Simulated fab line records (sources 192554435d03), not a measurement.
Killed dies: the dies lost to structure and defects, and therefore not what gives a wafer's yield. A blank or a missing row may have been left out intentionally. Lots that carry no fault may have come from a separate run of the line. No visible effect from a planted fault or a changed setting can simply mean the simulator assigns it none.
Chamber matching :: flow n5Finfet :: rieDiel-02 running N5_BEOL_M11_ETCH_62: 4 sister chambers
The step etches SOC in N2/H2, target depth 110 nm, overetch 22 nm, time 165 s. 8 wafers are shown with their chamber, then 7 later ones without.

## WAFERS, EACH WITH ITS CHAMBER
wafer: L478.4
chamber: 0
drypumpMotorCurrentA (A): 4.8
showerheadPlenumPTorr (Torr): 2.59

wafer: L479.5
chamber: 1
drypumpMotorCurrentA (A): 5.6
showerheadPlenumPTorr (Torr): 2.42

wafer: L480.4
chamber: 0
drypumpMotorCurrentA (A): 4.8
showerheadPlenumPTorr (Torr): 2.58

wafer: L481.2
chamber: 3
drypumpMotorCurrentA (A): 5.9
showerheadPlenumPTorr (Torr): 2.41

wafer: L481.3
chamber: 3
drypumpMotorCurrentA (A): 5.9
showerheadPlenumPTorr (Torr): 2.41

wafer: L481.5
chamber: 2
drypumpMotorCurrentA (A): 6.0
showerheadPlenumPTorr (Torr): 2.45

wafer: L489.1
chamber: 1
drypumpMotorCurrentA (A): 5.6
showerheadPlenumPTorr (Torr): 2.41

wafer: L489.2
chamber: 2
drypumpMotorCurrentA (A): 6.1
showerheadPlenumPTorr (Torr): 2.44

## WAFERS MISSING THEIR CHAMBER
wafer: L489.4
drypumpMotorCurrentA (A): 6.1
showerheadPlenumPTorr (Torr): 2.44

wafer: L491.4
drypumpMotorCurrentA (A): 4.8
showerheadPlenumPTorr (Torr): 2.57

wafer: L491.5
drypumpMotorCurrentA (A): 5.6
showerheadPlenumPTorr (Torr): 2.41

wafer: L491.6
drypumpMotorCurrentA (A): 6.1
showerheadPlenumPTorr (Torr): 2.44

wafer: L488.1
drypumpMotorCurrentA (A): 5.6
showerheadPlenumPTorr (Torr): 2.41

wafer: L488.4
drypumpMotorCurrentA (A): 4.8
showerheadPlenumPTorr (Torr): 2.57

wafer: L488.5
drypumpMotorCurrentA (A): 6.1
showerheadPlenumPTorr (Torr): 2.44

## WHICH CHAMBER EACH ONE RAN IN
wafer: L489.4
from the rows above: 2
in truth: 2

wafer: L491.4
from the rows above: 0
in truth: 0

wafer: L491.5
from the rows above: 1
in truth: 1

wafer: L491.6
from the rows above: 2
in truth: 2

wafer: L488.1
from the rows above: 1
in truth: 1

wafer: L488.4
from the rows above: 0
in truth: 0

wafer: L488.5
from the rows above: 2
in truth: 2
Correct placement for 7 of the 7. From these rows, 0 cannot be placed. Placed wrongly: 0.
How it was worked out, from the rows above alone: a wafer's distance from a chamber is the root of the sum, over the readings, of the square of ((its reading less the chamber's mean) divided by the reading's scatter). If the next closest chamber is less than 2 further off than the closest, the wafer can't be placed; otherwise it belongs to the closest. Each chamber's mean is taken over the wafers shown for it. The scatter: the root of (the sum of the squares of (reading less its chamber's mean) over the shown wafers, divided by (wafers less chambers)).
